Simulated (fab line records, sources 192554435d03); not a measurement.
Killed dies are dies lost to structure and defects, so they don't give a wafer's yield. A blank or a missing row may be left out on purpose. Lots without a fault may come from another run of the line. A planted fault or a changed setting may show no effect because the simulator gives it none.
fab line records | flow n5_finfet
record lots=5 wafers=15 last_day=18
route steps=1938 shown BEOL_M8@1380 PASSIVATION@1936
lots that met no fault: from a run of the same line without faults
start_h: hours from the record's first day to the start of the lot's first wafer shown | wait_h: hours since the lot's step before | " the same as in the row above | L1.1+2: a row that stands for several wafers | - no value, or no start given | * or withheld: withheld | < > ~ a bound
route shown NAME@n: a module of which the file shows steps, and the number in the route of the first | usual: mean/standard deviation of fault-free wafers | same: alike in all rows | chamber/n: place in a boat | sites: the reading at each site | _std_site: their standard deviation | _edge_site: outer sites' mean less inner sites' | radius_mm: how far each site lies from the wafer's centre | mask NAME#n: copy n | behind: the tool/chamber that last shaped the wafer | hold: why the lot was held/for how many hours/how that ended | device: the transistor (n, p or np) that didn't switch | end of line: the same wafers' tests at the end of the route | a step without rows: its recipe alone | killed: dies lost to structure and defects at the first sort, not the wafer's yield | map: a wafer's dies, x killed, . not, _ none there
set.NAME: the setting as run; set.NAME@STEP: as run at that earlier step | model.NAME: the simulator's own value behind a step, which no gauge read
lots at some steps of the route; a table a step, a row a wafer
services: from which hour (start_h, from the record's first day; less than 0 if before it) a tool's chamber was out of use, for how many hours, and why
## steps
# step N5_BEOL_M8_OCD_MEAS_38
# usual trench_depth_nm=95.2/2.2
# columns lot.wafer tool chamber start_h wait_h trench_depth_nm
L373.2 ocd-02 - 230.32 - 97.1
L373.4 " - " " 95.5
L373.5 " - " " 95.2
L377.3 ocd-01 - 244.32 - 95.4
L377.4 " - " " 95.4
L377.5 " - " " 96.4
L383.3 ocd-01 - 295.72 - 98.3
L383.4 " - " " 98.1
L383.6 " - " " 95.4
L386.1 ocd-01 - 301.36 - 95.0
L386.3 " - " " 95.3
L386.5 " - " " 96.0
L394.2 ocd-01 - 362.95 - 92.7
L394.3 " - " " 95.0
L394.6 " - " " 92.6
# step N5_BEOL_M8_HM_STRIP_39
# recipe chemistry=peroxide_tin_strip material=TiN target_depth_a=250 temp_c=50 time_s=158
# step N5_BEOL_M8_SRD_40
# recipe time_s=30 temp_c=23 rinse_liquid=diw dry=ipa_marangoni
# step N5_BEOL_M8_PRECLEAN_42
# recipe chemistry=residue_remover time_s=60 temp_c=40
# step N5_BEOL_M8_SRD_43
# recipe time_s=30 temp_c=23 rinse_liquid=diw dry=ipa_marangoni
# step N5_BEOL_M8_CD_MEAS_35
# recipe target_cd_nm=40 polarity=opening
# usual cd_nm=39.7/0.8
# columns lot.wafer tool chamber start_h wait_h cd_nm
L373.2 cd_sem-01 - 230.48 0.0 39.0
L373.4 " - " " 38.8
L373.5 " - " " 40.0
L377.3 cd_sem-01 - 244.47 0.0 39.5
L377.4 " - " " 39.5
L377.5 " - " " 40.5
L383.3 cd_sem-02 - 295.87 0.0 40.7
L383.4 " - " " 39.9
L383.6 " - " " 39.7
L386.1 cd_sem-03 - 301.52 0.0 40.0
L386.3 " - " " 39.5
L386.5 " - " " 40.5
L394.2 cd_sem-02 - 363.10 0.0 39.1
L394.3 " - " " 39.0
L394.6 " - " " 39.5
# step N5_BEOL_M8_CURE_75
# recipe temp_c=370 time_s=120 ambient=DMADMS/He material=SiCOH_lowk
# usual lamp_power_pct=52.31/0.058 wafer_temp_C_max=371.9/0.74
# columns lot.wafer tool chamber start_h wait_h lamp_power_pct wafer_temp_C_max
L373.2 uv_cure-03 2 230.57 0.1 52.28 371.3
L373.4 " 2 " " 52.28 371.8
L373.5 " 2 " " 52.23 371.4
L377.3 uv_cure-02 2 244.99 0.5 52.28 372.9
L377.4 " 2 " " 52.40 372.6
L377.5 " 2 " " 52.37 374.9
L383.3 uv_cure-03 2 296.01 0.1 52.30 371.4
L383.4 " 2 " " 52.37 371.7
L383.6 " 2 " " 52.34 371.5
L386.1 uv_cure-01 1 301.56 0.0 52.36 370.9
L386.3 " 1 " " 52.33 372.7
L386.5 " 1 " " 52.31 371.8
L394.2 uv_cure-03 1 363.19 0.1 52.39 371.5
L394.3 " 1 " " 52.27 371.6
L394.6 " 1 " " 52.26 371.2
# step N5_BEOL_M8_DEGAS_44
# recipe ambient=vacuum temp_c=250 time_s=60
# usual heater_power_w=338/23
# columns lot.wafer tool chamber start_h wait_h heater_power_w
L373.2 pvd_sputter-03 - 230.89 0.3 342
L373.4 " - " " 331
L373.5 " - " " 361
L377.3 pvd_sputter-01 - 246.46 1.4 297
L377.4 " - " " 344
L377.5 " - " " 303
L383.3 pvd_sputter-03 - 296.84 0.8 366
L383.4 " - " " 325
L383.6 " - " " 368
L386.1 pvd_sputter-01 - 302.00 0.4 329
L386.3 " - " " 340
L386.5 " - " " 324
L394.2 pvd_sputter-01 - 364.80 1.6 298
L394.3 " - " " 335
L394.6 " - " " 369
# step N5_BEOL_M8_PRE_CLEAN_45
# recipe gas=H2/He time_s=30 temp_c=250
# usual heater_power_w=338/22
# columns lot.wafer tool chamber start_h wait_h heater_power_w
L373.2 pvd_sputter-03 - 230.93 0.0 341
L373.4 " - " " 333
L373.5 " - " " 361
L377.3 pvd_sputter-01 - 246.50 0.0 304
L377.4 " - " " 331
L377.5 " - " " 293
L383.3 pvd_sputter-03 - 296.88 0.0 357
L383.4 " - " " 331
L383.6 " - " " 356
L386.1 pvd_sputter-01 - 302.04 0.0 336
L386.3 " - " " 341
L386.5 " - " " 337
L394.2 pvd_sputter-01 - 364.84 0.0 293
L394.3 " - " " 332
L394.6 " - " " 364
# step N5_BEOL_M8_ALD_77
# recipe material=TaN target_thk_a=20 temp_c=275 ald_precursor_family=PDMAT ald_co_reactant=NH3 pressure_torr=3 carrier_flow_sccm=1500 pulse_time_s=2 purge_time_s=3 co_reactant_purge_time_s=2 co_reactant_pulse_time_s=3 ald_cycles=40 precursor_vessel_temp_c=75 precursor_vessel_pressure_torr=26.25 precursor_vessel_carrier_sccm=1000
# usual heater_power_w=413/31 precursor_vessel_pressure_torr=26.25/0.051
# same ald_cycles=40 co_reactant_pulse_time_s=3
# columns lot.wafer tool chamber start_h wait_h heater_power_w precursor_vessel_pressure_torr
L373.2 ald_metal-02 0 230.99 0.0 407 26.26
L373.4 " 3 " " 421 26.20
L373.5 " 2 " " 385 26.18
L377.3 ald_metal-02 1 246.58 0.1 413 26.21
L377.4 " 0 " " 411 26.27
L377.5 " 0 " " 399 26.24
L383.3 ald_metal-01 1 296.94 0.0 404 26.27
L383.4 " 0 " " 405 26.22
L383.6 " 1 " " 401 26.27
L386.1 ald_metal-03 0 302.11 0.1 374 26.19
L386.3 " 1 " " 487 26.21
L386.5 " 0 " " 379 26.27
L394.2 ald_metal-02 0 364.90 0.0 398 26.26
L394.3 " 3 " " 426 26.26
L394.6 " 0 " " 399 26.20
# step N5_BEOL_M8_SURFACE_TREAT_79
# recipe gas=Ar time_s=* ion_energy_ev=* ion_current_ma_cm2=0.5 pressure_mtorr=* ar_flow_sccm=30
# usual throttle_valve_pct=*
# columns lot.wafer tool chamber start_h wait_h throttle_valve_pct
L373.2 pvd_sputter-02 - 231.35 0.2 *
L373.4 " - " " *
L373.5 " - " " *
L377.3 pvd_sputter-02 - 246.90 0.2 *
L377.4 " - " " *
L377.5 " - " " *
L383.3 pvd_sputter-03 - 297.28 0.2 *
L383.4 " - " " *
L383.6 " - " " *
L386.1 pvd_sputter-01 - 302.42 0.2 *
L386.3 " - " " *
L386.5 " - " " *
L394.2 pvd_sputter-02 - 365.24 0.2 *
L394.3 " - " " *
L394.6 " - " " *
# step N5_BEOL_M8_CVD_78
# recipe material=Co target_thk_a=20 temp_c=withheld precursor=CCTBA/H2 pressure_torr=30 time_s=142.3
# step N5_BEOL_M8_SPUTTER_48
# recipe material=Cu target_thk_a=100 temp_c=-20 bias_v=60 power_w=26000 chamber_pressure_pa=0.13 time_s=1.667
# usual cathode_dc_power_W=26000/4.9 throttle_valve_pct=30.6/0.77
# columns lot.wafer tool chamber start_h wait_h cathode_dc_power_W throttle_valve_pct
L373.2 pvd_sputter-01 - 232.79 1.1 25999 31.1
L373.4 " - " " 25999 31.6
L373.5 " - " " 25996 31.4
L377.3 pvd_sputter-01 - 247.10 0.1 26005 31.5
L377.4 " - " " 26002 30.4
L377.5 " - " " 26004 31.5
L383.3 pvd_sputter-02 - 297.58 0.2 25998 29.9
L383.4 " - " " 25998 30.5
L383.6 " - " " 26005 29.9
L386.1 pvd_sputter-02 - 302.68 0.2 25999 30.3
L386.3 " - " " 26005 30.6
L386.5 " - " " 26001 30.7
L394.2 pvd_sputter-02 - 365.46 0.1 27738 30.5
L394.3 " - " " 25998 30.4
L394.6 " - " " 25990 30.7
# step N5_BEOL_M8_ECD_50
# recipe material=Cu target_thk_a=3000
# step N5_PASSIVATION_PROBE_49
# usual defect_limited_yield=90.5/1.7 killed_at_M0_to_M3=37/12 killed_at_M4_up=14/5.2 killed_at_contacts=12/5.9 killed_at_front_end=45/14 killed_at_other=3.5/2.8 killed_dies=112/21 killed_open=73/15 killed_short=36/8.9 sort_bin_5_function=5.6/1.2 sort_bin_6_memory=3.5/0.68 sort_bin_8_speed=0.01/0.1 sort_n_pass=1068/21 sort_yield_pct=90.5/1.8
# same gross_dies=1180 killed_at_back_side=0 sort_bin_4_leakage[%]=0
# columns lot.wafer tool chamber start_h wait_h defect_limited_yield[%] killed_at_M0_to_M3 killed_at_M4_up killed_at_contacts killed_at_front_end killed_at_other killed_dies killed_open killed_short sort_bin_5_function[%] sort_bin_6_memory[%] sort_bin_8_speed[%] sort_n_pass sort_yield_pct[%]
L373.2 prober-01 - 308.22 0.1 91.5 24 7 8 56 5 100 62 32 4.7 3.1 0 1080 91.5
L373.4 prober-01 - 308.32 0.2 91.0 33 14 12 46 1 106 74 31 5.3 3.3 0 1074 91.0
L373.5 prober-01 - 308.37 0.3 91.1 31 11 13 49 1 105 71 31 5.3 3.3 0 1075 91.1
L377.3 prober-02 - 324.37 0.1 90.7 52 15 11 29 3 110 69 40 4.8 4.2 0 1070 90.7
L377.4 prober-02 - 324.42 0.2 87.3 66 18 14 46 6 150 80 67 8.2 4.2 0 1030 87.3
L377.5 prober-02 - 324.47 0.2 89.0 61 14 23 30 2 130 93 34 6.1 4.6 0 1050 89.0
# killed by level:class
L373.2 FIN_SAQP:geometric_particle:open=14 FIN_SAQP:geometric_particle:short=11 STI_FIN_REVEAL:geometric_particle:open=11 MOL_CONTACT_COAG:geometric_particle:open=7 BEOL_M0_SAQP:geometric_particle:open=7 BEOL_M1:geometric_particle:open=6 STARTING-WAFER:geometric_particle:short=6 HKMG_FIN:area_etch=5
L373.4 STI_FIN_REVEAL:geometric_particle:open=18 BEOL_M0_SAQP:geometric_particle:open=11 FIN_SAQP:geometric_particle:open=9 MOL_CONTACT_COAG:geometric_particle:open=7 BEOL_M0_SAQP:geometric_particle:short=7 GATE_CUT:geometric_particle:short=6 BEOL_M3:geometric_particle:open=6 MOL_CONTACT_COAG:geometric_particle:short=5
L373.5 FIN_SAQP:geometric_particle:open=15 MOL_CONTACT_COAG:geometric_particle:open=11 GATE_CUT:geometric_particle:short=10 BEOL_M3:geometric_particle:open=9 STI_FIN_REVEAL:geometric_particle:open=8 FIN_SAQP:geometric_particle:short=6 BEOL_M0_SAQP:geometric_particle:open=6 BEOL_M2:geometric_particle:open=6
L377.3 BEOL_M3:geometric_particle:open=17 BEOL_M0_SAQP:geometric_particle:short=15 MOL_CONTACT_COAG:geometric_particle:open=9 FIN_SAQP:geometric_particle:open=5 BEOL_M0_SAQP:geometric_particle:open=5 BEOL_M4:geometric_particle:open=5 STARTING-WAFER:geometric_particle:short=5 BEOL_M2:geometric_particle:open=4
L377.4 BEOL_M0_SAQP:geometric_particle:short=19 BEOL_M0_SAQP:geometric_particle:open=14 MOL_CONTACT_COAG:geometric_particle:open=9 DUMMY_GATE:geometric_particle:open=9 BEOL_M2:geometric_particle:open=8 BEOL_M3:geometric_particle:short=8 FIN_SAQP:geometric_particle:open=6 BEOL_M1:geometric_particle:short=6
L377.5 BEOL_M0_SAQP:geometric_particle:open=22 MOL_CONTACT_COAG:geometric_particle:open=21 BEOL_M0_SAQP:geometric_particle:short=13 DUMMY_GATE:geometric_particle:open=9 BEOL_M3:geometric_particle:open=8 BEOL_M2:geometric_particle:open=7 BEOL_M4:geometric_particle:open=7 FIN_SAQP:geometric_particle:short=4
## services
# columns tool chamber start_h hours kind
ald_metal-02 - 238.32 2.8 pm
ald_metal-03 2 256.20 1.8 repair
ald_metal-02 1 259.77 20.7 repair
ald_metal-03 - 267.58 14.6 pm
uv_cure-02 - 267.85 9.5 repair
ald_metal-01 - 272.30 6.0 pm
uv_cure-03 - 280.33 3.0 repair
ald_metal-03 3 285.55 13.2 repair
pvd_sputter-02 - 288.91 7.9 repair
uv_cure-01 - 298.16 1.0 pm
pvd_sputter-02 - 303.50 6.2 repair
uv_cure-02 - 318.10 1.0 pm
ald_metal-03 - 326.58 1.0 repair
## key
first_sign step=N5_BEOL_M8_SPUTTER_48 reading=cathode_dc_power_W direction=up sigmas=99+ usual=* struck=*
effect none on later readings
met_at N5_BEOL_M8_SPUTTER_48
struck_wafers L394.2
onset_between 302.68 365.46
fault kind=process_parameter_drift tool=pvd_sputter-02 chamber=- onset_h=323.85 steps=N5_BEOL_M8_SPUTTER_48 channel=power_w offset=* shape=step end_h=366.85 acts_in=* stated=* scope=struck_wafers_only
